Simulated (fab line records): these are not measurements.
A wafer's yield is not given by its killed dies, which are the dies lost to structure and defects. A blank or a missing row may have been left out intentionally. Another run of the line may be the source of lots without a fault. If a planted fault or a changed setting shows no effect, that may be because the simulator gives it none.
Chamber matching / flow n5 finfet / 4 sister chambers for N5_BEOL_M14_VIA_ETCH_16 on rie diel-03
The step etches SiO2 in C4F8/O2/Ar, target depth 1231.3 nm. 22 wafers are shown with their chamber, then 11 later ones without.

## WAFERS PAIRED WITH THEIR CHAMBERS
wafer=L079.1; chamber=1; throttle valve pct (%)=30.73; rf vpp V (V)=2224; drypump motor current A (A)=5.5
wafer=L079.3; chamber=3; throttle valve pct (%)=31.08; rf vpp V (V)=2200; drypump motor current A (A)=5.9
wafer=L079.4; chamber=0; throttle valve pct (%)=30.49; rf vpp V (V)=2244; drypump motor current A (A)=5.2
wafer=L078.2; chamber=2; throttle valve pct (%)=31.39; rf vpp V (V)=2186; drypump motor current A (A)=5.0
wafer=L078.4; chamber=0; throttle valve pct (%)=30.50; rf vpp V (V)=2243; drypump motor current A (A)=5.2
wafer=L078.5; chamber=1; throttle valve pct (%)=30.73; rf vpp V (V)=2226; drypump motor current A (A)=5.5
wafer=L077.1; chamber=2; throttle valve pct (%)=31.40; rf vpp V (V)=2185; drypump motor current A (A)=5.0
wafer=L077.3; chamber=3; throttle valve pct (%)=31.06; rf vpp V (V)=2200; drypump motor current A (A)=5.9
wafer=L077.6; chamber=0; throttle valve pct (%)=30.48; rf vpp V (V)=2244; drypump motor current A (A)=5.2
wafer=L080.2; chamber=0; throttle valve pct (%)=30.50; rf vpp V (V)=2245; drypump motor current A (A)=5.2
wafer=L080.4; chamber=2; throttle valve pct (%)=31.41; rf vpp V (V)=2185; drypump motor current A (A)=5.0
wafer=L080.5; chamber=2; throttle valve pct (%)=31.42; rf vpp V (V)=2185; drypump motor current A (A)=5.0
wafer=L083.1; chamber=1; throttle valve pct (%)=30.73; rf vpp V (V)=2225; drypump motor current A (A)=5.5
wafer=L083.5; chamber=0; throttle valve pct (%)=30.49; rf vpp V (V)=2243; drypump motor current A (A)=5.2
wafer=L083.6; chamber=3; throttle valve pct (%)=31.09; rf vpp V (V)=2199; drypump motor current A (A)=5.9
wafer=L081.1; chamber=1; throttle valve pct (%)=30.73; rf vpp V (V)=2225; drypump motor current A (A)=5.4
wafer=L081.4; chamber=1; throttle valve pct (%)=30.73; rf vpp V (V)=2224; drypump motor current A (A)=5.5
wafer=L081.5; chamber=2; throttle valve pct (%)=31.41; rf vpp V (V)=2186; drypump motor current A (A)=5.0
wafer=L085.3; chamber=1; throttle valve pct (%)=30.74; rf vpp V (V)=2223; drypump motor current A (A)=5.5
wafer=L085.5; chamber=3; throttle valve pct (%)=31.09; rf vpp V (V)=2199; drypump motor current A (A)=6.0
wafer=L085.6; chamber=2; throttle valve pct (%)=31.42; rf vpp V (V)=2185; drypump motor current A (A)=5.0
wafer=L089.1; chamber=1; throttle valve pct (%)=30.75; rf vpp V (V)=2223; drypump motor current A (A)=5.5

SIGNATURES, as means of the wafers listed above
reading=throttle valve pct; chamber 0=30.4920; chamber 1=30.7343; chamber 2=31.4083; chamber 3=31.0800; scatter within a chamber=0.0104
reading=rf vpp V; chamber 0=2243.80; chamber 1=2224.29; chamber 2=2185.33; chamber 3=2199.50; scatter within a chamber=0.835
reading=drypump motor current A; chamber 0=5.200; chamber 1=5.486; chamber 2=5.000; chamber 3=5.925; scatter within a chamber=0.0299
Rule: for a wafer and a chamber, the distance is found by dividing, reading by reading, the gap between the wafer's reading and the chamber's mean by the reading's scatter, squaring, summing and taking the root. If the next closest chamber is less than 2 further off than the closest, the wafer can't be placed; otherwise it belongs to the closest. The scatter: take each reading less its chamber's mean, square it, sum over the shown wafers, divide by the number of wafers less the number of chambers, and take the root.

## WAFERS WITHOUT THEIR CHAMBER
wafer=L089.5; throttle valve pct (%)=31.10; rf vpp V (V)=2197; drypump motor current A (A)=6.0
wafer=L089.6; throttle valve pct (%)=30.51; rf vpp V (V)=2242; drypump motor current A (A)=5.2
wafer=L088.1; throttle valve pct (%)=30.76; rf vpp V (V)=2223; drypump motor current A (A)=5.4
wafer=L088.4; throttle valve pct (%)=30.52; rf vpp V (V)=2244; drypump motor current A (A)=5.2
wafer=L088.5; throttle valve pct (%)=31.43; rf vpp V (V)=2184; drypump motor current A (A)=5.0
wafer=L095.2; throttle valve pct (%)=30.38; rf vpp V (V)=2224; drypump motor current A (A)=5.5
wafer=L095.4; throttle valve pct (%)=30.54; rf vpp V (V)=2242; drypump motor current A (A)=5.2
wafer=L095.6; throttle valve pct (%)=30.39; rf vpp V (V)=2223; drypump motor current A (A)=5.5
wafer=L097.1; throttle valve pct (%)=31.43; rf vpp V (V)=2184; drypump motor current A (A)=5.0
wafer=L097.2; throttle valve pct (%)=30.53; rf vpp V (V)=2240; drypump motor current A (A)=5.2
wafer=L097.3; throttle valve pct (%)=30.38; rf vpp V (V)=2222; drypump motor current A (A)=5.5

## CHAMBER TAKEN BY EACH
wafer=L089.5; from the rows above=3; in truth=3
wafer=L089.6; from the rows above=0; in truth=0
wafer=L088.1; from the rows above=1; in truth=1
wafer=L088.4; from the rows above=0; in truth=0
wafer=L088.5; from the rows above=2; in truth=2
wafer=L095.2; from the rows above=0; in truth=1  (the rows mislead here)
wafer=L095.4; from the rows above=0; in truth=0
wafer=L095.6; from the rows above=0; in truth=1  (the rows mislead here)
wafer=L097.1; from the rows above=2; in truth=2
wafer=L097.2; from the rows above=0; in truth=0
wafer=L097.3; from the rows above=0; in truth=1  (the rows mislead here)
Correct placement for 8 of the 11. Left unplaced by these rows: 0. 3 placed wrongly.
